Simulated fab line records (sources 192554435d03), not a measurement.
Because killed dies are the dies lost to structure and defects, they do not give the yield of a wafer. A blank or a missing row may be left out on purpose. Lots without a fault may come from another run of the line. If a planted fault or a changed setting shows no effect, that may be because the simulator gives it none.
fab line records    flow n5Finfet
record: lots: 7  wafers: 21
route steps=1938 shown PASSIVATION@1916
startH: hours from the record's opening day to when the first of the lot's shown wafers began    waitH: hours from the lot's prior step to this one    " repeats the value in the row above    L1.1+2: several wafers, shown together as one row    - either no value or no given start    * or withheld: withheld    < > ~ a bound
route shown NAME@n: names a module that has steps shown in the file, with the first one's number in the route    usual: mean/standard deviation of fault-free wafers    same: alike in all rows    chamber/n: place in a boat    sites: the reading at each site    _std_site: the standard deviation of these    _edge_site: outer sites' mean less inner sites'    radiusMm: for every site, how far away it sits from the centre of the wafer    mask NAME#n: copy n    behind: the tool/chamber that last shaped the wafer    hold: the reason the lot was held/the length of the hold in hours/how it ended    device: transistor that didn't switch, given as n, p or np    end of line: tests of these same wafers at the route's end    a step with no rows: only its recipe    killed: not the wafer's yield, but the dies lost to structure and defects at the first sort    map: a wafer's dies, x killed, . not, _ none there
set.NAME: the setting the step ran with; set.NAME@STEP: the setting that earlier step ran with    model.NAME: the simulator's own value behind a step, which no gauge read
lots where settings were altered on purpose, with a table for each step and a row for each wafer
== steps ==
step: N5_PASSIVATION_PECVD_35
recipe: material: SiNx  targetThkA: 7000  tempC: 400  precursor: SiH4/NH3/N2  pressureTorr: 4.9  rfW: 1406  timeS: 151.3
lot.wafer  tool      chamber  startH  waitH  set.timeS  model.SiNx_of_PASSIVATION_PECVD_35.thkNm
L079.1     pecvd-04  1        291.70  0.1    151.3      697.6
L079.4     "         1        "       "      151.3      712.6
L079.6     "         0        "       "      151.3      706.2
L080.2     pecvd-02  0        296.23  0.1    151.3      689
L080.3     "         1        "       "      151.3      700.4
L080.6     "         2        "       "      151.3      696
L083.2     pecvd-01  1        334.30  0.1    151.3      688
L083.3     "         2        "       "      144.6      659.6
L083.4     "         1        "       "      144.6      672.6
L086.4     pecvd-04  2        361.25  0.1    151.3      723.2
L086.5     "         1        "       "      151.3      719.2
L086.6     "         0        "       "      171        811
L088.1     pecvd-04  1        369.52  0.1    151.3      697.6
L088.4     "         0        "       "      143.5      672.2
L088.6     "         2        "       "      143.5      673
L089.4     pecvd-01  0        370.81  0.1    151.3      706
L089.5     "         1        "       "      151.3      687.8
L089.6     "         2        "       "      141.2      651.2
L094.2     pecvd-01  1        390.32  0.1    166.9      764.6
L094.3     "         0        "       "      151.3      708
L094.6     "         1        "       "      166.9      780.2
== key ==
split: step: N5_PASSIVATION_PECVD_35  setting: timeS  stated: 151.3  by: wafer
response: step: N5_PASSIVATION_PECVD_35  reading: model.SiNx_of_PASSIVATION_PECVD_35.thkNm  change: +6.45  per: 1%  r: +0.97
